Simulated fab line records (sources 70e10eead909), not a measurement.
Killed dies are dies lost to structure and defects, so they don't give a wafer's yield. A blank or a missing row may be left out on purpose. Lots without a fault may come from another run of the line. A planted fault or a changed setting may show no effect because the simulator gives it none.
Chamber matching	flow nand harc	NHARC_P_BONDPAD_ACTIVATE_29 on rie diel-07: 4 sister chambers
The step chemistry N2, time 60 s. 14 wafers are shown with their chamber, then 7 later ones without.

WAFERS PAIRED WITH THEIR CHAMBERS
wafer	chamber	showerhead plenum p Torr (Torr)	drypump motor current A (A)	rf vpp V (V)
L077.2	0	1.71	5.9	63.5
L077.3	3	1.67	5.7	63.6
L077.6	2	1.77	5.2	65.5
L080.1	2	1.77	5.2	64.9
L080.3	1	1.90	6.3	66.4
L080.5	2	1.77	5.2	63.4
L081.3	0	1.71	6.0	64.8
L081.4	2	1.77	5.2	63.5
L081.6	3	1.67	5.7	63.8
L086.3	3	1.67	5.7	63.1
L086.5	0	1.71	5.9	63.1
L086.6	3	1.67	5.7	64.0
L091.3	0	1.70	6.0	63.7
L091.4	3	1.66	5.7	64.3

SIGNATURES (means of the wafers above)
reading	chamber 0	chamber 1	chamber 2	chamber 3	scatter within a chamber
showerhead plenum p Torr	1.7075	1.9000	1.7700	1.6680	0.00394
drypump motor current A	5.950	6.300	5.200	5.700	0.0316
rf vpp V	63.775	66.400	64.325	63.760	0.751
Rule: distance of a wafer from a chamber = root of the sum over the readings of ((wafer's reading minus chamber's mean) / reading's scatter) squared. If the next closest chamber is less than 2 further off than the closest, the wafer can't be placed; otherwise it belongs to the closest. The scatter: take each reading less its chamber's mean, square it, sum over the shown wafers, divide by the number of wafers less the number of chambers, and take the root.

WAFERS WITH NO CHAMBER GIVEN
wafer	showerhead plenum p Torr (Torr)	drypump motor current A (A)	rf vpp V (V)
L091.6	1.66	5.7	63.8
L094.1	1.90	6.3	64.0
L094.2	1.77	5.2	64.6
L094.4	1.66	5.7	63.9
L096.1	1.77	5.2	64.7
L096.2	1.66	5.7	64.6
L096.6	1.77	5.2	64.8

THE CHAMBER EACH PASSED THROUGH
wafer	from the rows above	in truth
L091.6	3	3
L094.1	1	1
L094.2	2	2
L094.4	3	3
L096.1	2	2
L096.2	3	3
L096.6	2	2
7 of 7 placed correctly. Can't be placed from these rows: 0. 0 placed wrongly.
